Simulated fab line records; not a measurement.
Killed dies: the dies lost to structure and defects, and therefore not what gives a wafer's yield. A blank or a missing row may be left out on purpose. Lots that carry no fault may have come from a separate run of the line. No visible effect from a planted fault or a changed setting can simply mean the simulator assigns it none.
Which tool was responsible? || flow n5Finfet || at 1 step of a route of 1938, 12 lots with 36 wafers sampled

## WHAT THE GAUGES SHOWED, per wafer
N5_BEOL_M4_CD_MEAS_11: the cd target is 16.79 nm.
{"lot": "L075", "measured": "day 8 03:08", "on": "cdSem-02", "cdNm (nm)": "16.93 16.77 16.85"}
{"lot": "L077", "measured": "day 8 11:18", "on": "cdSem-03", "cdNm (nm)": "16.53 16.67 16.59"}
{"lot": "L079", "measured": "day 9 06:40", "on": "cdSem-02", "cdNm (nm)": "16.81 16.96 16.94"}
{"lot": "L081", "measured": "day 9 14:28", "on": "cdSem-02", "cdNm (nm)": "17.10 16.80 16.91"}
{"lot": "L084", "measured": "day 9 20:32", "on": "cdSem-01", "cdNm (nm)": "16.96 17.20 17.28"}
{"lot": "L085", "measured": "day 10 15:23", "on": "cdSem-02", "cdNm (nm)": "16.92 17.31 17.40"}
{"lot": "L089", "measured": "day 11 07:42", "on": "cdSem-01", "cdNm (nm)": "16.78 16.71 17.20"}
{"lot": "L090", "measured": "day 11 11:13", "on": "cdSem-02", "cdNm (nm)": "16.71 16.84 17.04"}
{"lot": "L092", "measured": "day 12 04:06", "on": "cdSem-02", "cdNm (nm)": "16.52 16.42 16.94"}
{"lot": "L094", "measured": "day 12 16:47", "on": "cdSem-02", "cdNm (nm)": "16.84 16.83 17.00"}
{"lot": "L095", "measured": "day 12 23:33", "on": "cdSem-01", "cdNm (nm)": "16.89 16.78 17.03"}
{"lot": "L097", "measured": "day 13 14:12", "on": "cdSem-01", "cdNm (nm)": "17.04 17.38 16.86"}

## EACH LOT AND THE TOOL THAT RAN IT (in order: tool; ch and the chambers of the sampled wafers; start)
The record shows no process step preceding these readings.

## THE ANSWER, worked out from the rows above alone
Rule: what is usual is taken from the lots themselves. Put in order of their means at a reading, lots are off if they are a third of the lots or fewer, leave a main group of 4 or more, and stand apart from it by a gap of 3 or more times the standard deviation of the main group's means; of several such gaps the widest counts. If all means in a main group match to the digits the tables above print for the reading, that group is not used. Also off: a lot with no number at a reading for which 4 or more lots have one. All remaining lots with rows at the step are treated as sound.
Nothing can be told from this: no lot is off at any reading shown.

## WHAT HAD BEEN PUT IN BY THE SIMULATOR
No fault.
